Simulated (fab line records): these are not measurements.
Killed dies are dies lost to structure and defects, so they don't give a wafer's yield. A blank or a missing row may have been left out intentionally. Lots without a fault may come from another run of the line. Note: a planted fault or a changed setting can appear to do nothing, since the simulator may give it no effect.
Matching of chambers :: flow n5-finfet :: N5_BEOL_M8_ETCH_61 on rie-diel-03: 4 sister chambers
The step etches SiARC in CF4, target depth 45.5 nm, time 75.8 s. 14 wafers are shown with their chamber, then 7 later ones without.

WAFERS WITH THEIR CHAMBER
wafer: L075.1
chamber: 0
drypump-motor-current-A (A): 5.3
showerhead-plenum-p-Torr (Torr): 2.05
oes-product-au (a.u.): 0.61

wafer: L075.2
chamber: 3
drypump-motor-current-A (A): 6.6
showerhead-plenum-p-Torr (Torr): 2.23
oes-product-au (a.u.): 0.69

wafer: L075.6
chamber: 3
drypump-motor-current-A (A): 6.6
showerhead-plenum-p-Torr (Torr): 2.23
oes-product-au (a.u.): 0.69

wafer: L074.3
chamber: 1
drypump-motor-current-A (A): 5.7
showerhead-plenum-p-Torr (Torr): 2.20
oes-product-au (a.u.): 0.86

wafer: L074.5
chamber: 0
drypump-motor-current-A (A): 5.4
showerhead-plenum-p-Torr (Torr): 2.05
oes-product-au (a.u.): 0.61

wafer: L074.6
chamber: 1
drypump-motor-current-A (A): 5.7
showerhead-plenum-p-Torr (Torr): 2.20
oes-product-au (a.u.): 0.86

wafer: L080.2
chamber: 2
drypump-motor-current-A (A): 5.7
showerhead-plenum-p-Torr (Torr): 2.27
oes-product-au (a.u.): 0.75

wafer: L080.5
chamber: 3
drypump-motor-current-A (A): 6.6
showerhead-plenum-p-Torr (Torr): 2.23
oes-product-au (a.u.): 0.67

wafer: L080.6
chamber: 2
drypump-motor-current-A (A): 5.7
showerhead-plenum-p-Torr (Torr): 2.27
oes-product-au (a.u.): 0.75

wafer: L082.1
chamber: 3
drypump-motor-current-A (A): 6.6
showerhead-plenum-p-Torr (Torr): 2.23
oes-product-au (a.u.): 0.67

wafer: L082.3
chamber: 1
drypump-motor-current-A (A): 5.7
showerhead-plenum-p-Torr (Torr): 2.19
oes-product-au (a.u.): 0.80

wafer: L082.4
chamber: 2
drypump-motor-current-A (A): 5.7
showerhead-plenum-p-Torr (Torr): 2.27
oes-product-au (a.u.): 0.74

wafer: L085.2
chamber: 0
drypump-motor-current-A (A): 5.3
showerhead-plenum-p-Torr (Torr): 2.04
oes-product-au (a.u.): 0.59

wafer: L085.3
chamber: 3
drypump-motor-current-A (A): 6.6
showerhead-plenum-p-Torr (Torr): 2.23
oes-product-au (a.u.): 0.67

SIGNATURES, as means of the wafers listed above
reading: drypump-motor-current-A
chamber 0: 5.333
chamber 1: 5.700
chamber 2: 5.700
chamber 3: 6.600
scatter within a chamber: 0.0258

reading: showerhead-plenum-p-Torr
chamber 0: 2.0467
chamber 1: 2.1967
chamber 2: 2.2700
chamber 3: 2.2300
scatter within a chamber: 0.00365

reading: oes-product-au
chamber 0: 0.6033
chamber 1: 0.8400
chamber 2: 0.7467
chamber 3: 0.6780
scatter within a chamber: 0.0179
Rule: a wafer lies at a distance from a chamber equal to the root of the sum of squares, over the readings, of (its reading less the chamber's mean, divided by the reading's scatter). If the next closest chamber is less than 2 further off than the closest, the wafer can't be placed; otherwise it belongs to the closest. The scatter: take each reading less its chamber's mean, square it, sum over the shown wafers, divide by the number of wafers less the number of chambers, and take the root.

WAFERS MISSING THEIR CHAMBER
wafer: L085.4
drypump-motor-current-A (A): 5.7
showerhead-plenum-p-Torr (Torr): 2.19
oes-product-au (a.u.): 0.80

wafer: L089.2
drypump-motor-current-A (A): 5.8
showerhead-plenum-p-Torr (Torr): 2.27
oes-product-au (a.u.): 0.72

wafer: L089.5
drypump-motor-current-A (A): 5.6
showerhead-plenum-p-Torr (Torr): 2.19
oes-product-au (a.u.): 0.78

wafer: L089.6
drypump-motor-current-A (A): 5.3
showerhead-plenum-p-Torr (Torr): 2.04
oes-product-au (a.u.): 0.58

wafer: L096.1
drypump-motor-current-A (A): 5.7
showerhead-plenum-p-Torr (Torr): 2.19
oes-product-au (a.u.): 0.77

wafer: L096.2
drypump-motor-current-A (A): 5.7
showerhead-plenum-p-Torr (Torr): 2.26
oes-product-au (a.u.): 0.69

wafer: L096.4
drypump-motor-current-A (A): 5.4
showerhead-plenum-p-Torr (Torr): 2.03
oes-product-au (a.u.): 0.58

WHICH CHAMBER EACH WENT THROUGH
wafer: L085.4
from the rows above: 1
in truth: 1

wafer: L089.2
from the rows above: 2
in truth: 2

wafer: L089.5
from the rows above: 1
in truth: 1

wafer: L089.6
from the rows above: 0
in truth: 0

wafer: L096.1
from the rows above: 1
in truth: 1

wafer: L096.2
from the rows above: 2
in truth: 2

wafer: L096.4
from the rows above: 0
in truth: 0
Placed correctly: 7 of 7. Not placeable from these rows: 0. 0 placed wrongly.
